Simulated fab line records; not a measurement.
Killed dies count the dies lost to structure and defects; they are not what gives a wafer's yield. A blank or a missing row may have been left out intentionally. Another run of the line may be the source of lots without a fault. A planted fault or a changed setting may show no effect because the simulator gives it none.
fab line records ; flow n5Finfet
[record] lots = 6; wafers = 16; lastDay = 18
route steps=1938 shown SDB@349 BEOL_M4@1111
lots that met no fault: from a run of the same line without faults
startH: hours from the record's opening day to when the first of the lot's shown wafers began ; waitH: hours from the lot's prior step to this one ; " the same as in the row above ; L1.1+2: several wafers, shown together as one row ; - value missing, or start not given ; * or withheld: withheld ; < > ~ a bound
route shown NAME@n: a module of which the file shows steps, and the number in the route of the first ; usual: the fault-free wafers' mean and standard deviation ; same: alike in all rows ; chamber/n: place in a boat ; sites: the reading at each site ; _std_site: the values' standard deviation ; _edge_site: mean of outer sites minus mean of inner sites ; radiusMm: for every site, how far away it sits from the centre of the wafer ; mask NAME#n: copy n ; behind: the last tool/chamber to shape the wafer ; hold: reason for holding the lot/hours on hold/outcome of the hold ; device: the n, p or np transistor that did not switch ; end of line: the route-end tests of the same wafers ; a step without rows: its recipe alone ; killed: not the wafer's yield, but the dies lost to structure and defects at the first sort ; map: shows each die of a wafer: x if killed, . if not, _ if none is there
set.NAME: the run value of the setting; set.NAME@STEP: its run value at that earlier step ; model.NAME: the simulator's own value behind a step, which no gauge read
certain route steps with their lots: each step a table, each wafer a row
services: a tool's chamber out of use, with start hour (startH, from the record's first day; less than 0 if before it), hours out, and reason
[[steps]]
[step N5_SDB_COAT_04]
[recipe] resist = SiARC; tempC = 220; timeS = 60; spinRpm = 1500; resistThkNm = 18
[step N5_SDB_COAT_05]
[recipe] resist = CAR-ArF; spinRpm = 1500; resistThkNm = 90
[step N5_SDB_EBR_07]
[recipe] solvent = PGMEA; ebrWidthMm = 1.5
[step N5_SDB_SOFTBAKE_06]
[recipe] tempC = 110; timeS = 60; resist = CAR-ArF
[step N5_SDB_EXPOSE_08]
[recipe] maskId = SDB; na = 1.35; sourceShape = conventional; sigmaOuter = 0.5; polarization = unpolarized; doseMj = 49.6
[step N5_SDB_PEB_09]
[recipe] pebTempC = withheld; pebTimeS = 60; resist = CAR-ArF
[step N5_SDB_DEVELOP_10]
[recipe] developTimeS = 30; developer = TMAH; resist = CAR-ArF; rinseLiquid = diw; dry = airSpin; devTempC = 23
[step N5_SDB_CD_MEAS_11]
[recipe] targetCdNm = 50; landingEnergyEv = 500; detector = seInlens; polarity = opening
[usual] cdNm = 49.7/1.1
lot.wafer;tool;chamber;startH;waitH;cdNm
L147.1;cdSem-03;0;65.93;-;49.0
L147.4;cdSem-03;0;65.93;-;50.4
L147.6;cdSem-03;0;65.93;-;47.7
L150.1;cdSem-01;0;83.20;-;47.3
L150.3;cdSem-01;0;83.20;-;47.0
L150.4;cdSem-01;0;83.20;-;47.9
L160.3;cdSem-03;0;151.27;-;49.0
L160.4;cdSem-03;0;151.27;-;50.5
L162.3;cdSem-01;0;158.48;-;51.0
L162.4;cdSem-01;0;158.48;-;50.6
L164.3;cdSem-02;0;170.68;-;49.8
L164.4;cdSem-02;0;170.68;-;51.7
L164.6;cdSem-02;0;170.68;-;49.6
L170.2;cdSem-03;0;206.53;-;49.2
L170.3;cdSem-03;0;206.53;-;50.3
L170.4;cdSem-03;0;206.53;-;49.4
[step N5_SDB_OVL_MEAS_12]
[recipe] pointsPerWafer = 44
[usual] SDB_OVL = 0.4/0.71
lot.wafer;tool;chamber;startH;waitH;SDB_OVL[nm]
L147.1;overlay-02;0;65.96;0.0;0.5
L147.4;overlay-02;0;65.96;0.0;1.6
L147.6;overlay-02;0;65.96;0.0;0.0
L150.1;overlay-02;0;83.23;0.0;1.4
L150.3;overlay-02;0;83.23;0.0;1.9
L150.4;overlay-02;0;83.23;0.0;1.5
L160.3;overlay-01;0;151.30;0.0;0.3
L160.4;overlay-01;0;151.30;0.0;0.8
L162.3;overlay-01;0;158.51;0.0;-0.2
L162.4;overlay-01;0;158.51;0.0;0.1
L164.3;overlay-02;0;170.71;0.0;0.6
L164.4;overlay-02;0;170.71;0.0;0.3
L164.6;overlay-02;0;170.71;0.0;0.7
L170.2;overlay-02;0;206.56;0.0;-0.6
L170.3;overlay-02;0;206.56;0.0;-1.1
L170.4;overlay-02;0;206.56;0.0;0.8
[step N5_SDB_INSPECT_13]
[recipe] mode = adi; inspectInstrument = brightfield
[usual] rawDefectCount = 67/28
lot.wafer;tool;chamber;startH;waitH;rawDefectCount
L147.1;defectInspect-01;-;65.98;0.0;40
L147.4;defectInspect-01;-;65.98;0.0;89
L147.6;defectInspect-01;-;65.98;0.0;48
L150.1;defectInspect-02;-;83.26;0.0;52
L150.3;defectInspect-02;-;83.26;0.0;70
L150.4;defectInspect-02;-;83.26;0.0;112
L160.3;defectInspect-02;-;151.33;0.0;86
L160.4;defectInspect-02;-;151.33;0.0;98
L162.3;defectInspect-02;-;158.54;0.0;78
L162.4;defectInspect-02;-;158.54;0.0;102
L164.3;defectInspect-02;-;170.73;0.0;65
L164.4;defectInspect-02;-;170.73;0.0;32
L164.6;defectInspect-02;-;170.73;0.0;54
L170.2;defectInspect-02;-;206.58;0.0;113
L170.3;defectInspect-02;-;206.58;0.0;128
L170.4;defectInspect-02;-;206.58;0.0;71
[step N5_SDB_DESCUM_16]
[recipe] chemistry = O2; timeS = 7.9; sourcePowerW = 50; biasPowerW = 20; pressureMtorr = 20; rfFrequencyHz = 2.712e+07; tempC = 40; resist = CAR-ArF; o2FlowSccm = 225
[usual] drypumpMotorCurrentA = 5.7/0.52; oesProductAu = 0.80/0.11; rfVppV = 242.6/1.3; showerheadPlenumPTorr = 2.06/0.066; throttleValvePct = 20.41/0.24
lot.wafer;tool;chamber;startH;waitH;drypumpMotorCurrentA;oesProductAu;rfHoursCounterH;rfVppV;showerheadPlenumPTorr;throttleValvePct
L147.1;rieDiel-02;2;66.02;0.0;5.4;0.70;234;241.8;1.98;20.67
L147.4;rieDiel-02;0;66.02;0.0;5.6;0.75;153;243.2;2.01;20.47
L147.6;rieDiel-02;2;66.02;0.0;5.4;0.70;-;243.0;1.98;20.70
L150.1;rieDiel-01;2;83.29;0.0;5.2;0.71;213;242.0;2.07;20.39
L150.3;rieDiel-01;0;83.29;0.0;6.0;0.82;80;244.6;2.10;20.21
L150.4;rieDiel-01;3;83.29;0.0;6.1;0.69;236;242.2;2.08;20.88
L160.3;rieDiel-02;0;151.38;0.0;5.6;0.73;-;242.7;2.00;20.50
L160.4;rieDiel-02;1;151.38;0.0;5.3;0.68;-;241.4;1.97;20.44
L162.3;rieDiel-02;1;158.57;0.0;5.3;0.68;229;241.6;1.97;20.45
L162.4;rieDiel-02;1;158.57;0.0;5.3;0.67;-;241.6;1.97;20.45
L164.3;rieDiel-06;2;170.76;0.0;5.5;0.87;57;244.5;2.12;20.68
L164.4;rieDiel-06;0;170.76;0.0;5.6;1.00;2;245.2;2.24;20.30
L164.6;rieDiel-06;3;170.76;0.0;5.3;0.94;-;244.1;2.06;20.07
L170.2;rieDiel-01;0;206.66;0.1;6.0;0.76;133;242.6;2.08;20.28
L170.3;rieDiel-01;2;206.66;0.1;5.1;0.97;9;242.5;2.06;19.93
L170.4;rieDiel-01;1;206.66;0.1;6.7;0.93;15;244.0;2.05;20.46
[step N5_SDB_ETCH_17]
[recipe] chemistry = CF4; target = SiARC; targetDepthA = 234; maskMaterial = CAR-ArF; timeS = 39; ionEnergyEv = 80; pressureMtorr = 40; sourceW = 545; biasW = 36; Ar_flow_sccm = 100; cf4FlowSccm = 100; ends = cleared
[usual] drypumpMotorCurrentA = 5.7/0.52; etchRfOnTimeS = 39.2/0.95; oesProductAu = 0.68/0.091; rfVppV = 183.8/1.1; showerheadPlenumPTorr = 2.11/0.062; throttleValvePct = 15.61/0.23
lot.wafer;tool;chamber;startH;waitH;drypumpMotorCurrentA;etchRfOnTimeS;oesProductAu;rfHoursCounterH;rfVppV;showerheadPlenumPTorr;throttleValvePct
L147.1;rieDiel-02;2;66.05;0.0;5.4;39.6;0.59;234;182.8;2.03;15.88
L147.4;rieDiel-02;0;66.05;0.0;5.6;39.1;0.64;153;181.9;2.05;15.63
L147.6;rieDiel-02;2;66.05;0.0;5.4;39.4;0.59;-;182.5;2.03;15.87
L150.1;rieDiel-01;2;83.33;0.0;5.1;39.0;0.61;213;183.3;2.12;15.55
L150.3;rieDiel-01;0;83.33;0.0;6.0;40.3;0.69;80;182.8;2.17;15.50
L150.4;rieDiel-01;3;83.33;0.0;6.1;38.5;0.59;236;185.2;2.13;16.03
L160.3;rieDiel-02;0;151.43;0.0;5.6;39.3;0.62;-;184.5;2.04;15.66
L160.4;rieDiel-02;1;151.43;0.0;5.4;41.4;0.57;-;183.3;2.04;15.76
L162.3;rieDiel-02;1;158.60;0.0;5.4;40.6;0.57;229;183.5;2.04;15.78
L162.4;rieDiel-02;1;158.60;0.0;5.4;40.6;0.57;-;182.4;2.04;15.79
L164.3;rieDiel-06;2;170.80;0.0;5.5;38.7;0.73;57;185.0;2.16;15.78
L164.4;rieDiel-06;0;170.80;0.0;5.6;38.3;0.85;2;186.7;2.27;15.33
L164.6;rieDiel-06;3;170.80;0.0;5.3;37.6;0.80;-;183.1;2.10;15.14
L170.2;rieDiel-01;0;206.70;0.0;6.0;40.5;0.65;133;183.5;2.15;15.61
L170.3;rieDiel-01;2;206.70;0.0;5.1;38.7;0.82;9;184.3;2.10;15.10
L170.4;rieDiel-01;1;206.70;0.0;6.7;38.1;0.79;16;184.0;2.10;15.58
[step N5_SDB_ETCH_18]
[recipe] chemistry = N2/H2; target = SOC; targetDepthA = 1000; overetchA = 200; maskMaterial = SiARC; tempC = 40; timeS = 150; ionEnergyEv = 200; pressureMtorr = 30; sourceW = 840; biasW = 150; n2FlowSccm = 200; h2FlowSccm = 200
[usual] drypumpMotorCurrentA = 5.7/0.52; oesProductAu = 0.72/0.09; rfVppV = 522.7/2.2; showerheadPlenumPTorr = 2.50/0.079; throttleValvePct = 17.82/0.23
lot.wafer;tool;chamber;startH;waitH;drypumpMotorCurrentA;oesProductAu;rfHoursCounterH;rfVppV;showerheadPlenumPTorr;throttleValvePct;model.SiARC_of_SDB_COAT_04.thkNm
L147.1;rieDiel-02;2;66.09;0.0;5.4;0.62;234;520.7;2.41;18.09;12.8
L147.4;rieDiel-02;0;66.09;0.0;5.6;0.67;153;520.7;2.44;17.95;12.8
L147.6;rieDiel-02;2;66.09;0.0;5.4;0.62;-;520.8;2.41;18.08;12.8
L150.1;rieDiel-01;2;83.36;0.0;5.1;0.64;213;524.1;2.51;17.79;12.6
L150.3;rieDiel-01;0;83.36;0.0;6.0;0.74;80;523.7;2.56;17.67;13
L150.4;rieDiel-01;3;83.36;0.0;6.1;0.61;236;521.8;2.51;18.10;12.8
L160.3;rieDiel-02;0;151.53;0.1;5.6;0.66;-;520.6;2.43;17.98;11.4
L160.4;rieDiel-02;1;151.53;0.1;5.4;0.62;-;522.5;2.39;17.80;13
L162.3;rieDiel-02;1;158.64;0.0;5.4;0.62;229;520.8;2.39;17.82;11.6
L162.4;rieDiel-02;1;158.64;0.0;5.4;0.62;-;519.9;2.39;17.83;13
L164.3;rieDiel-06;2;170.83;0.0;5.5;0.76;57;525.4;2.58;18.00;12.6
L164.4;rieDiel-06;0;170.83;0.0;5.5;0.88;2;527.6;2.72;17.73;12.8
L164.6;rieDiel-06;3;170.83;0.0;5.3;0.82;-;522.0;2.50;17.41;12.4
L170.2;rieDiel-01;0;206.73;0.0;6.0;0.69;133;522.5;2.54;17.76;13.2
L170.3;rieDiel-01;2;206.73;0.0;5.1;0.86;9;523.6;2.49;17.34;12.6
L170.4;rieDiel-01;1;206.73;0.0;6.7;0.83;16;523.0;2.49;17.83;12.8
[step N5_SDB_STRIP_19]
[recipe] chemistry = N2/H2; tempC = 40; n2FlowSccm = 200; h2FlowSccm = 200; rfFrequencyHz = 6e+07
[step N5_BEOL_M4_RC_MEAS_101]
[usual] DIBL_N = 36.2/1.6; DIBL_P = 36.1/2; IOFF_N = 0.16/0.032; IOFF_P = 0.22/0.036; ION_N = 672/11; ION_P = 463/7.5; SS_N = 71.4/0.58; SS_P = 73.2/0.67; VT_N = 250/3.3; VT_P = -250/3.3
lot.wafer;tool;chamber;startH;waitH;DIBL_N[mV/V];DIBL_P[mV/V];IOFF_N[nA/um];IOFF_P[nA/um];ION_N[uA/um];ION_P[uA/um];SS_N[mV/dec];SS_P[mV/dec];VT_N[mV];VT_P[mV]
L147.1;prober-02;0;172.82;0.0;37.3;39.4;0.17;0.19;680;459;71.3;73.7;249;-252
L147.4;prober-02;0;172.82;0.0;37.8;39.4;0.17;0.19;680;452;71.4;73.7;251;-253
L147.6;prober-02;0;172.82;0.0;36.9;37.5;0.14;0.17;659;448;71.0;73.1;254;-257
L150.1;prober-02;0;181.49;0.0;36.2;35.0;0.15;0.20;673;464;71.3;73.4;252;-251
L150.3;prober-02;0;181.49;0.0;36.9;36.1;0.16;0.22;677;462;71.9;73.9;249;-247
L150.4;prober-02;0;181.49;0.0;38.1;36.8;0.17;0.24;673;457;72.3;73.9;250;-248
L160.3;prober-02;0;253.85;0.3;39.5;41.9;0.26;0.31;693;475;73.1;74.5;243;-246
L160.4;prober-02;0;253.85;0.3;36.6;38.8;0.20;0.25;684;470;71.9;74.4;244;-250
L162.3;prober-02;0;270.54;0.3;38.1;39.2;0.21;0.26;676;460;71.8;74.0;244;-247
L162.4;prober-02;0;270.54;0.3;38.1;38.5;0.19;0.26;684;460;72.0;73.7;248;-246
L164.3;prober-02;0;273.44;0.3;36.3;37.0;0.14;0.22;652;458;71.4;73.1;257;-250
L164.4;prober-02;0;273.44;0.3;37.3;38.3;0.16;0.23;672;457;71.6;73.0;253;-249
L164.6;prober-02;0;273.44;0.3;36.4;37.1;0.15;0.22;663;467;71.6;72.8;253;-250
L170.2;prober-02;0;340.00;0.2;36.9;38.3;0.17;0.23;675;469;71.6;73.0;249;-251
L170.3;prober-02;0;340.00;0.2;34.1;34.9;0.12;0.19;668;464;71.0;72.4;254;-252
L170.4;prober-02;0;340.00;0.2;34.5;35.5;0.14;0.19;671;463;71.1;72.4;250;-250
[[services]]
tool;chamber;startH;hours;kind
rieDiel-02;-;96.68;28.1;pm
rieDiel-01;-;105.62;2.8;pm
rieDiel-06;3;116.09;-;clean
rieDiel-06;3;116.09;-;consumableReplace:focusRing
rieDiel-06;3;116.09;18.1;scheduledDown
rieDiel-01;3;118.77;-;clean
rieDiel-01;3;118.77;-;consumableReplace:focusRing
rieDiel-01;3;118.77;22.9;scheduledDown
rieDiel-01;3;118.77;22.9;ventCycle
rieDiel-02;3;126.12;3.5;repair
rieDiel-02;2;139.13;-;clean
rieDiel-02;2;139.13;-;consumableReplace:focusRing
rieDiel-02;2;139.13;-;consumableReplace:showerhead
rieDiel-02;2;139.13;19.0;scheduledDown
rieDiel-02;2;139.13;19.0;ventCycle
rieDiel-01;1;141.67;-;clean
rieDiel-01;1;141.67;-;consumableReplace:focusRing
rieDiel-01;1;141.67;20.2;scheduledDown
rieDiel-01;1;141.67;20.2;ventCycle
rieDiel-02;3;143.67;19.0;repair
rieDiel-01;2;162.14;-;clean
rieDiel-01;2;162.14;-;consumableReplace:focusRing
rieDiel-01;2;162.14;15.7;scheduledDown
rieDiel-01;2;162.14;15.7;ventCycle
[[key]]
firstSign none at tools or gauges
[modelEffect] step = N5_SDB_ETCH_18; value = SiARC_of_SDB_COAT_04.thkNm; without = 13; struck = 11.5
metAt N5_SDB_ETCH_18
struckWafers L160.3,L162.3
onsetBetween 66.09 151.53
[fault] kind = processParameterDrift; tool = rieDiel-02; chamber = -; onsetH = 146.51; steps = N5_SDB_ETCH_18; channel = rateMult; offset = 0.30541; shape = step; endH = 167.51; scope = struckWafersOnly
